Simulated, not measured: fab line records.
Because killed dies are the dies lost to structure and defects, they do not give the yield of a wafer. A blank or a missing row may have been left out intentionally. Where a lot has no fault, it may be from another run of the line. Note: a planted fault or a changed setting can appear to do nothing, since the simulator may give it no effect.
fab line records | flow n5Finfet
record: lots: 12 | wafers: 33 | lastDay: 21
route steps=1938 shown BEOL_M9@1461 PAD_METAL@1895 PASSIVATION@1911
lots untouched by any fault: they come from a run of this same line in which no faults occurred
startH: hours from the record's opening day to when the first of the lot's shown wafers began | waitH: how many hours have passed since the lot's step before this one | " unchanged from the row above | L1.1+2: a row that stands for several wafers | - no value, or no start was given | * or withheld: withheld | < > ~ a bound
route shown NAME@n: names a module that has steps shown in the file, with the first one's number in the route | usual: average and standard deviation across the fault-free wafers | same: alike in all rows | chamber/n: place in a boat | sites: the reading at each site | _std_site: the values' standard deviation | _edge_site: mean of outer sites minus mean of inner sites | radiusMm: for every site, how far away it sits from the centre of the wafer | mask NAME#n: copy n | behind: the tool/chamber that last shaped the wafer | hold: reason for holding the lot/hours on hold/outcome of the hold | device: the transistor (n, p or np) that didn't switch | end of line: the tests these same wafers got at the end of their route | a step given without rows: its recipe and nothing more | killed: at the first sort, the dies lost to defects and structure; wafer yield is something else | map: a wafer's dies, x killed, . not, _ none there
set.NAME: the setting the step ran with; set.NAME@STEP: the setting that earlier step ran with | model.NAME: the simulator's own value behind a step, which no gauge read
route steps across a sampled set of lots; one table per step, one row per wafer
services: when a tool's chamber went out of use (startH, in hours from the record's first day, below 0 if earlier), for how many hours, and the reason
== steps ==
step: N5_BEOL_M9_SPUTTER_48
recipe: material: Cu | targetThkA: 120 | tempC: -20 | biasV: 60 | powerW: 26000 | chamberPressurePa: 0.13 | timeS: 2
usual: chuckSensorTempC: -16.2/0.48 | throttleValvePct: 30.1/1.2
lot.wafer | tool          | chamber | startH | waitH | chuckSensorTempC | throttleValvePct
L214.2    | pvdSputter-03 | -       | 316.65 | 0.1   | -16.9            | 28.4
L214.5    | "             | -       | "      | "     | -17.1            | 29.9
L214.6    | "             | -       | "      | "     | -16.0            | 31.8
L212.3    | pvdSputter-02 | -       | 322.51 | 0.1   | -16.0            | 30.1
L212.4    | "             | -       | "      | "     | -16.7            | 30.8
L212.5    | "             | -       | "      | "     | -16.2            | 30.5
L213.1    | pvdSputter-03 | -       | 323.05 | 0.1   | -15.9            | 32.1
L213.4    | "             | -       | "      | "     | -17.0            | 28.3
L213.5    | "             | -       | "      | "     | -16.0            | 32.2
L215.2    | pvdSputter-02 | -       | 331.53 | 0.2   | -16.4            | 30.2
L215.6    | "             | -       | "      | "     | -15.9            | 30.3
L216.4    | pvdSputter-02 | -       | 332.01 | 0.2   | -15.7            | 29.2
L216.6    | "             | -       | "      | "     | -15.7            | 28.9
L221.1    | pvdSputter-03 | -       | 352.90 | 1.2   | -17.0            | 28.2
L221.2    | "             | -       | "      | "     | -16.9            | 30.0
L221.5    | "             | -       | "      | "     | -15.9            | 28.9
L224.3    | pvdSputter-03 | -       | 372.23 | 0.1   | -15.9            | 32.2
L224.5    | "             | -       | "      | "     | -15.9            | 32.1
L224.6    | "             | -       | "      | "     | -16.8            | 30.1
L227.1    | pvdSputter-03 | -       | 389.61 | 0.1   | -16.9            | 30.1
L227.2    | "             | -       | "      | "     | -16.8            | 28.2
L227.5    | "             | -       | "      | "     | -16.9            | 28.5
L229.4    | pvdSputter-01 | -       | 390.32 | 0.6   | -15.9            | 31.4
L229.6    | "             | -       | "      | "     | -15.2            | 28.9
L230.3    | pvdSputter-03 | -       | 402.34 | 0.1   | -16.8            | 30.1
L230.5    | "             | -       | "      | "     | -15.7            | 28.6
L230.6    | "             | -       | "      | "     | -16.7            | 29.8
L232.1    | pvdSputter-03 | -       | 429.06 | 0.1   | -15.5            | 29.0
L232.3    | "             | -       | "      | "     | -16.9            | 28.4
L232.4    | "             | -       | "      | "     | -16.8            | 29.9
L234.1    | pvdSputter-03 | -       | 437.28 | 1.5   | -16.7            | 30.0
L234.5    | "             | -       | "      | "     | -16.1            | 32.0
L234.6    | "             | -       | "      | "     | -16.7            | 30.2
step: N5_PASSIVATION_SPUTTER_20
recipe: material: TaN | targetThkA: 500 | tempC: 25 | chamberPressurePa: 0.4
usual: throttleValvePct: 30.3/1.2
lot.wafer | tool          | chamber | startH | waitH | throttleValvePct
L214.2    | pvdSputter-03 | -       | 371.73 | 0.0   | 30.1
L214.5    | "             | -       | "      | "     | 28.2
L214.6    | "             | -       | "      | "     | 32.0
L212.3    | pvdSputter-01 | -       | 378.70 | 0.0   | 31.5
L212.4    | "             | -       | "      | "     | 30.1
L212.5    | "             | -       | "      | "     | 28.9
L213.1    | pvdSputter-01 | -       | 381.78 | 0.0   | 28.7
L213.4    | "             | -       | "      | "     | 29.9
L213.5    | "             | -       | "      | "     | 30.1
L216.4    | pvdSputter-02 | -       | 385.66 | 0.0   | 30.7
L216.6    | "             | -       | "      | "     | 28.8
L215.2    | pvdSputter-02 | -       | 386.16 | 0.0   | 30.6
L215.6    | "             | -       | "      | "     | 30.4
L221.1    | pvdSputter-02 | -       | 402.01 | 0.0   | 30.4
L221.2    | "             | -       | "      | "     | 29.3
L221.5    | "             | -       | "      | "     | 30.6
L224.3    | pvdSputter-02 | -       | 427.79 | 0.0   | 28.9
L224.5    | "             | -       | "      | "     | 30.4
L224.6    | "             | -       | "      | "     | 29.0
L229.4    | pvdSputter-01 | -       | 444.38 | 0.0   | 31.9
L229.6    | "             | -       | "      | "     | 31.7
L227.1    | pvdSputter-01 | -       | 444.72 | 0.0   | 29.7
L227.2    | "             | -       | "      | "     | 28.8
L227.5    | "             | -       | "      | "     | 31.8
L230.3    | pvdSputter-01 | -       | 454.74 | 0.0   | 28.5
L230.5    | "             | -       | "      | "     | 30.1
L230.6    | "             | -       | "      | "     | 31.9
L232.1    | pvdSputter-03 | -       | 477.40 | 0.0   | 28.4
L232.3    | "             | -       | "      | "     | 28.8
L232.4    | "             | -       | "      | "     | 29.8
L234.1    | pvdSputter-03 | -       | 495.23 | 0.0   | 29.7
L234.5    | "             | -       | "      | "     | 28.6
L234.6    | "             | -       | "      | "     | 28.9
step: N5_PASSIVATION_STRIP_34
recipe: chemistry: O2 | powerW: 600 | tempC: 60 | pressureMtorr: 30 | rfFrequencyHz: 6e+07 | biasPowerW: 0 | overashFraction: 2 | o2FlowSccm: 225
usual: drypumpMotorCurrentA: 5.9/0.43 | oesProductAu: 0.82/0.077 | rfVppV: 3.8/1.5 | showerheadPlenumPTorr: 2.10/0.059 | throttleValvePct: 16.58/0.19
same: biasPowerW: 0
lot.wafer | tool       | chamber | startH | waitH | drypumpMotorCurrentA | oesProductAu | rfHoursCounterH | rfVppV | showerheadPlenumPTorr | throttleValvePct
L214.2    | rieDiel-05 | 1       | 373.13 | 0.1   | 6.2                  | 0.80         | 94              | 5.6    | 2.21                  | 16.74
L214.5    | "          | 2       | "      | "     | 5.8                  | 0.78         | -               | 4.1    | 2.08                  | 16.44
L214.6    | "          | 1       | "      | "     | 6.1                  | 0.82         | -               | 2.0    | 2.21                  | 16.80
L212.3    | rieDiel-04 | 1       | 380.41 | 0.1   | 6.3                  | 0.88         | 78              | 4.0    | 2.13                  | 16.75
L212.4    | "          | 2       | "      | "     | 5.7                  | 0.72         | 170             | 5.5    | 2.06                  | 16.51
L212.5    | "          | 3       | "      | "     | 5.6                  | 0.92         | -               | 2.7    | 2.13                  | 16.36
L213.1    | rieDiel-01 | 1       | 383.50 | 0.1   | 5.9                  | 0.87         | 53              | 5.9    | 2.06                  | 16.78
L213.4    | "          | 0       | "      | "     | 6.2                  | 0.75         | -               | 4.9    | 2.17                  | 16.70
L213.5    | "          | 1       | "      | "     | 6.0                  | 0.86         | -               | 3.2    | 2.06                  | 16.80
L216.4    | rieDiel-05 | 1       | 387.05 | 0.1   | 6.2                  | 0.81         | 100             | 4.9    | 2.20                  | 16.85
L216.6    | "          | 0       | "      | "     | 5.7                  | 0.71         | -               | 5.3    | 2.19                  | 16.48
L215.2    | rieDiel-04 | 0       | 387.55 | 0.1   | 5.1                  | 0.85         | 46              | 4.9    | 2.05                  | 16.57
L215.6    | "          | 0       | "      | "     | 5.1                  | 0.87         | -               | 1.2    | 2.04                  | 16.60
L221.1    | rieDiel-04 | 3       | 403.54 | 0.1   | 5.7                  | 0.92         | 32              | 1.9    | 2.13                  | 16.41
L221.2    | "          | 1       | "      | "     | 6.3                  | 0.83         | 86              | 4.2    | 2.13                  | 16.72
L221.5    | "          | 3       | "      | "     | 5.7                  | 0.89         | -               | 5.6    | 2.13                  | 16.39
L224.3    | rieDiel-04 | 2       | 429.14 | 0.1   | 5.7                  | 0.71         | 188             | 5.2    | 2.05                  | 16.62
L224.5    | "          | 1       | "      | "     | 6.3                  | 0.82         | -               | 2.3    | 2.12                  | 16.83
L224.6    | "          | 2       | "      | "     | 5.7                  | 0.70         | -               | 0.4    | 2.05                  | 16.49
L229.4    | rieDiel-01 | 2       | 445.64 | 0.1   | 5.6                  | 0.89         | 31              | 4.2    | 2.04                  | 16.19
L229.6    | "          | 0       | "      | "     | 6.2                  | 0.71         | -               | 2.1    | 2.17                  | 16.72
L227.1    | rieDiel-01 | 2       | 446.18 | 0.1   | 5.5                  | 0.88         | 31              | 3.5    | 2.04                  | 16.27
L227.2    | "          | 3       | "      | "     | 6.4                  | 0.94         | 11              | 2.5    | 2.07                  | 16.27
L227.5    | "          | 2       | "      | "     | 5.6                  | 0.87         | -               | 2.0    | 2.04                  | 16.21
L230.3    | rieDiel-01 | 3       | 456.07 | 0.1   | 6.4                  | 0.95         | 15              | 4.0    | 2.07                  | 16.31
L230.5    | "          | 0       | "      | "     | 6.2                  | 0.71         | -               | 4.2    | 2.16                  | 16.69
L230.6    | "          | 1       | "      | "     | 6.0                  | 0.82         | -               | 3.4    | 2.05                  | 16.79
L232.1    | rieDiel-01 | 3       | 478.66 | 0.1   | 6.4                  | 0.91         | 24              | 4.7    | 2.06                  | 16.31
L232.3    | "          | 1       | "      | "     | 6.0                  | 0.82         | 90              | 3.4    | 2.05                  | 16.80
L232.4    | "          | 3       | "      | "     | 6.5                  | 0.95         | -               | 1.7    | 2.06                  | 16.34
L234.1    | rieDiel-04 | 0       | 496.61 | 0.1   | 5.1                  | 0.80         | 83              | 3.8    | 2.03                  | 16.69
L234.5    | "          | 0       | "      | "     | 5.1                  | 0.80         | -               | 2.7    | 2.03                  | 16.70
L234.6    | "          | 3       | "      | "     | 5.6                  | 0.86         | -               | 2.1    | 2.11                  | 16.46
step: N5_PASSIVATION_PECVD_35
recipe: material: SiNx | targetThkA: 7000 | tempC: 400 | precursor: SiH4/NH3/N2 | pressureTorr: 4.9 | rfW: 1406 | timeS: 151.3
usual: heaterPowerW: 350/140 | showerheadPlenumPTorr: 8.69/0.081 | throttleValvePct: 29.3/1.4
lot.wafer | tool     | chamber | startH | waitH | heaterPowerW | showerheadPlenumPTorr | throttleValvePct
L214.2    | pecvd-03 | 0       | 373.74 | 0.1   | 232          | 8.65                  | 29.5
L214.5    | "        | 2       | "      | "     | 487          | 8.83                  | 28.5
L214.6    | "        | 0       | "      | "     | 126          | 8.65                  | 30.0
L212.3    | pecvd-01 | 0       | 381.03 | 0.1   | 335          | 8.67                  | 31.1
L212.4    | "        | 2       | "      | "     | 244          | 8.73                  | 27.6
L212.5    | "        | 0       | "      | "     | 360          | 8.66                  | 31.4
L213.1    | pecvd-01 | 2       | 384.11 | 0.1   | 157          | 8.72                  | 27.7
L213.4    | "        | 2       | "      | "     | 192          | 8.73                  | 27.5
L213.5    | "        | 1       | "      | "     | 477          | 8.81                  | 27.5
L216.4    | pecvd-01 | 0       | 387.72 | 0.1   | 296          | 8.65                  | 31.2
L216.6    | "        | 2       | "      | "     | 234          | 8.74                  | 27.8
L215.2    | pecvd-01 | 2       | 388.16 | 0.1   | 198          | 8.72                  | 27.5
L215.6    | "        | 0       | "      | "     | 351          | 8.63                  | 31.1
L221.1    | pecvd-03 | 2       | 404.20 | 0.1   | 359          | 8.85                  | 28.6
L221.2    | "        | 1       | "      | "     | 270          | 8.65                  | 30.6
L221.5    | "        | 2       | "      | "     | 409          | 8.79                  | 28.1
L224.3    | pecvd-01 | 1       | 429.75 | 0.1   | 475          | 8.81                  | 27.7
L224.5    | "        | 0       | "      | "     | 335          | 8.67                  | 31.3
L224.6    | "        | 2       | "      | "     | 253          | 8.74                  | 27.6
L229.4    | pecvd-01 | 0       | 446.34 | 0.1   | 377          | 8.66                  | 31.0
L229.6    | "        | 1       | "      | "     | 475          | 8.81                  | 27.8
L227.1    | pecvd-04 | 0       | 446.80 | 0.1   | 619          | 8.63                  | 29.9
L227.2    | "        | 2       | "      | "     | 526          | 8.68                  | 28.0
L227.5    | "        | 1       | "      | "     | 414          | 8.52                  | 30.7
L230.3    | pecvd-04 | 2       | 456.68 | 0.1   | 577          | 8.70                  | 27.9
L230.5    | "        | 2       | "      | "     | 608          | 8.70                  | 27.7
L230.6    | "        | 0       | "      | "     | 684          | 8.62                  | 29.9
L232.1    | pecvd-03 | 2       | 479.27 | 0.1   | 461          | 8.81                  | 28.6
L232.3    | "        | 1       | "      | "     | 282          | 8.64                  | 30.7
L232.4    | "        | 1       | "      | "     | 172          | 8.66                  | 30.9
L234.1    | pecvd-01 | 2       | 497.28 | 0.1   | 246          | 8.76                  | 27.4
L234.5    | "        | 1       | "      | "     | 451          | 8.80                  | 27.8
L234.6    | "        | 0       | "      | "     | 338          | 8.66                  | 31.1
step: N5_PASSIVATION_PROBE_49
usual: defectLimitedYield: 91.1/1.4 | killed_at_M0_to_M3: 34/9.6 | killed_at_M4_up: 15/5.3 | killedAtContacts: 12/6.1 | killedAtFrontEnd: 40/11 | killedAtOther: 3.5/2.8 | killedDies: 105/17 | killedOnRim: 14/4.3 | killedOpen: 70/12 | killedShort: 34/7.7 | sort_bin_4_leakage: 0.01/0.07 | sort_bin_5_function: 5.2/0.97 | sort_bin_6_memory: 3.4/0.62 | sort_bin_8_speed: 0.00/0.023 | sortNPass: 1075/17 | sortYieldPct: 91.1/1.4
same: grossDies: 1180 | killedAtBackSide: 0
lot.wafer | tool      | chamber | startH | waitH | defectLimitedYield[%] | killed_at_M0_to_M3 | killed_at_M4_up | killedAtContacts | killedAtFrontEnd | killedAtOther | killedDies | killedOnRim | killedOpen | killedShort | sort_bin_4_leakage[%] | sort_bin_5_function[%] | sort_bin_6_memory[%] | sort_bin_8_speed[%] | sortNPass | sortYieldPct[%]
L216.4    | prober-02 | -       | 391.53 | 0.2   | 87.2                  | 30                 | 74              | 12               | 34               | 1             | 151        | 25          | 61         | 23          | 0                     | 7.5                    | 3.6                  | 0                   | 1029      | 87.2
L216.6    | prober-02 | -       | 391.63 | 0.3   | 87.6                  | 37                 | 67              | 4                | 34               | 4             | 146        | 25          | 59         | 28          | 0                     | 6.5                    | 4.2                  | 0                   | 1034      | 87.6
L221.1    | prober-02 | -       | 408.14 | 0.1   | 90.8                  | 33                 | 23              | 10               | 37               | 6             | 109        | 18          | 71         | 36          | 0                     | 5.5                    | 3.5                  | 0                   | 1071      | 90.8
L221.2    | prober-02 | -       | 408.19 | 0.2   | 91.4                  | 25                 | 19              | 15               | 32               | 10            | 101        | 7           | 70         | 26          | 0                     | 4.4                    | 3.6                  | 0                   | 1079      | 91.4
L221.5    | prober-02 | -       | 408.34 | 0.3   | 92.2                  | 18                 | 13              | 25               | 34               | 2             | 92         | 9           | 66         | 24          | 0                     | 4.5                    | 3.1                  | 0                   | 1088      | 92.2
L224.3    | prober-01 | -       | 433.54 | 0.1   | 90.8                  | 32                 | 21              | 21               | 30               | 5             | 109        | 16          | 74         | 34          | 0                     | 5.8                    | 3.3                  | 0                   | 1071      | 90.8
L224.5    | prober-01 | -       | 433.64 | 0.2   | 90.8                  | 45                 | 13              | 13               | 36               | 2             | 109        | 8           | 75         | 34          | 0                     | 5.4                    | 3.5                  | 0                   | 1071      | 90.8
L224.6    | prober-01 | -       | 433.69 | 0.3   | 92.5                  | 32                 | 20              | 21               | 16               | 0             | 89         | 14          | 62         | 27          | 0                     | 4.3                    | 3.1                  | 0                   | 1091      | 92.5
L234.1    | prober-02 | -       | 501.33 | 0.3   | 92.5                  | 20                 | 13              | 8                | 42               | 6             | 89         | 7           | 55         | 32          | 0                     | 4.3                    | 2.9                  | 0                   | 1091      | 92.5
L234.5    | prober-02 | -       | 501.53 | 0.5   | 90.8                  | 46                 | 8               | 6                | 43               | 5             | 108        | 11          | 62         | 45          | 0                     | 4.9                    | 3.6                  | 0                   | 1072      | 90.8
L234.6    | prober-02 | -       | 501.58 | 0.5   | 90.6                  | 34                 | 12              | 7                | 53               | 5             | 111        | 16          | 71         | 39          | 0                     | 6.0                    | 3.1                  | 0                   | 1069      | 90.6
killed by level:class
L216.4 BEOL_M9:unspecified=67 MOL_CONTACT_COAG:geometricParticle:open=10 STI_FIN_REVEAL:geometricParticle:open=8 BEOL_M1:geometricParticle:open=6 FIN_SAQP:geometricParticle:open=5 BEOL_M0_SAQP:geometricParticle:open=5 STI_FIN_REVEAL:geometricParticle:short=4 BEOL_M3:geometricParticle:short=4
L216.6 BEOL_M9:unspecified=59 BEOL_M1:geometricParticle:open=9 STI_FIN_REVEAL:geometricParticle:open=8 BEOL_M2:geometricParticle:open=6 BEOL_M4:geometricParticle:open=6 BEOL_M0_SAQP:geometricParticle:open=5 BEOL_M3:geometricParticle:open=5 FIN_SAQP:geometricParticle:short=4
L221.1 BEOL_M4:geometricParticle:open=15 MOL_CONTACT_COAG:geometricParticle:open=9 BEOL_M2:geometricParticle:open=9 BEOL_M0_SAQP:geometricParticle:short=8 GATE_CUT:geometricParticle:short=7 ILD0:geometricParticle:open=6 FIN_SAQP:geometricParticle:open=5 BEOL_M1:geometricParticle:open=5
L221.2 MOL_CONTACT_COAG:geometricParticle:open=12 BEOL_M4:geometricParticle:open=10 STI_FIN_REVEAL:geometricParticle:open=9 BEOL_M2:geometricParticle:open=8 FIN_SAQP:geometricParticle:open=5 HKMG_FIN:areaEtch=5 BEOL_M0_SAQP:geometricParticle:open=4 BEOL_M0:geometricParticle:open=4
L221.5 MOL_CONTACT_COAG:geometricParticle:open=20 STI_FIN_REVEAL:geometricParticle:open=7 FIN_SAQP:geometricParticle:open=6 BEOL_M4:geometricParticle:open=6 MOL_CONTACT_COAG:geometricParticle:short=5 STI_FIN_REVEAL:geometricParticle:short=4 DUMMY_GATE:geometricParticle:open=4 BEOL_M0_SAQP:geometricParticle:open=4
L224.3 MOL_CONTACT_COAG:geometricParticle:open=15 STI_FIN_REVEAL:geometricParticle:open=14 BEOL_M4:geometricParticle:open=13 BEOL_M3:geometricParticle:open=11 BEOL_M0_SAQP:geometricParticle:short=7 GATE_CUT:geometricParticle:short=6 MOL_CONTACT_COAG:geometricParticle:short=6 BEOL_M2:geometricParticle:open=6
L224.5 BEOL_M3:geometricParticle:open=18 BEOL_M2:geometricParticle:open=10 MOL_CONTACT_COAG:geometricParticle:open=9 GATE_CUT:geometricParticle:short=8 GATE_CUT:geometricParticle:open=6 BEOL_M0_SAQP:geometricParticle:open=6 BEOL_M4:geometricParticle:open=6 STI_FIN_REVEAL:geometricParticle:open=5
L224.6 MOL_CONTACT_COAG:geometricParticle:open=14 BEOL_M3:geometricParticle:open=12 BEOL_M4:geometricParticle:open=8 MOL_CONTACT_COAG:geometricParticle:short=7 BEOL_M2:geometricParticle:open=7 STI_FIN_REVEAL:geometricParticle:open=4 BEOL_M1:geometricParticle:open=4 BEOL_M5:geometricParticle:open=4
L234.1 FIN_SAQP:geometricParticle:open=8 STI_FIN_REVEAL:geometricParticle:open=7 BEOL_M3:geometricParticle:open=6 MOL_CONTACT_COAG:geometricParticle:open=5 BEOL_M0_SAQP:geometricParticle:short=5 BEOL_M4:geometricParticle:open=5 FIN_SAQP:geometricParticle:short=4 SPACER0:geometricParticle:short=4
L234.5 BEOL_M0_SAQP:geometricParticle:short=10 BEOL_M2:geometricParticle:open=10 FIN_SAQP:geometricParticle:short=7 BEOL_M0_SAQP:geometricParticle:open=7 BEOL_M3:geometricParticle:open=7 FIN_SAQP:geometricParticle:open=5 SPACER0:geometricParticle:short=5 SPACER0:geometricParticle:open=5
L234.6 FIN_SAQP:geometricParticle:short=14 BEOL_M1:geometricParticle:open=9 BEOL_M2:geometricParticle:open=8 STI_FIN_REVEAL:geometricParticle:open=7 STARTING-WAFER:geometricParticle:open=7 MOL_CONTACT_COAG:geometricParticle:open=5 FIN_SAQP:geometricParticle:open=4 DUMMY_GATE:geometricParticle:open=4
== services ==
tool          | chamber | startH | hours | kind
pecvd-04      | 1       | 306.59 | 4.1   | repair
rieDiel-01    | 1       | 310.36 | 2.1   | repair
pecvd-04      | -       | 324.90 | 0.8   | repair
pecvd-01      | -       | 334.31 | 2.8   | pm
rieDiel-04    | 2       | 339.41 | 7.8   | repair
pecvd-01      | 0       | 344.38 | 2.1   | scheduledDown
rieDiel-01    | 2       | 354.43 | -     | clean
rieDiel-01    | 2       | 354.43 | -     | consumableReplace:focusRing
rieDiel-05    | 0       | 359.21 | 8.0   | repair
pecvd-04      | -       | 364.73 | 5.5   | pm
pecvd-01      | -       | 371.26 | 1.8   | repair
pvdSputter-02 | -       | 409.67 | 7.3   | repair
rieDiel-05    | -       | 410.63 | 0.9   | repair
pecvd-04      | 0       | 414.13 | 6.0   | repair
pecvd-01      | -       | 415.89 | 5.5   | pm
pvdSputter-01 | -       | 426.95 | 3.4   | repair
rieDiel-01    | 3       | 432.33 | 4.8   | repair
pecvd-03      | 2       | 444.22 | 19.8  | repair
rieDiel-05    | 1       | 452.35 | 1.3   | repair
pecvd-04      | -       | 460.11 | 6.0   | pm
rieDiel-04    | 3       | 460.95 | 2.6   | repair
rieDiel-01    | 2       | 468.26 | 16.2  | repair
pecvd-01      | 2       | 487.48 | 6.7   | repair
pecvd-03      | -       | 491.74 | 1.5   | repair
== key ==
firstSign: step: N5_PASSIVATION_PROBE_49 | reading: killed_at_M4_up | direction: up | sigmas: 11 | usual: 15 | struck: 70
effect: step: N5_PASSIVATION_PROBE_49 | reading: killedDies | direction: up | sigmas: 2.6 | usual: 105 | struck: 148
moreKillsBornAt: N5_BEOL_M9_SPUTTER_48@pvdSputter-02: 126
metAt N5_BEOL_M9_SPUTTER_48
struckLots L216
notActingAt N5_PASSIVATION_SPUTTER_20,N5_PASSIVATION_STRIP_34,N5_PASSIVATION_PECVD_35
fault: kind: chamberParticleSource | tool: pvdSputter-02 | chamber: - | onsetH: 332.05 | steps: N5_BEOL_M9_SPUTTER_48 | ratePerVisitCm2: 1.1759
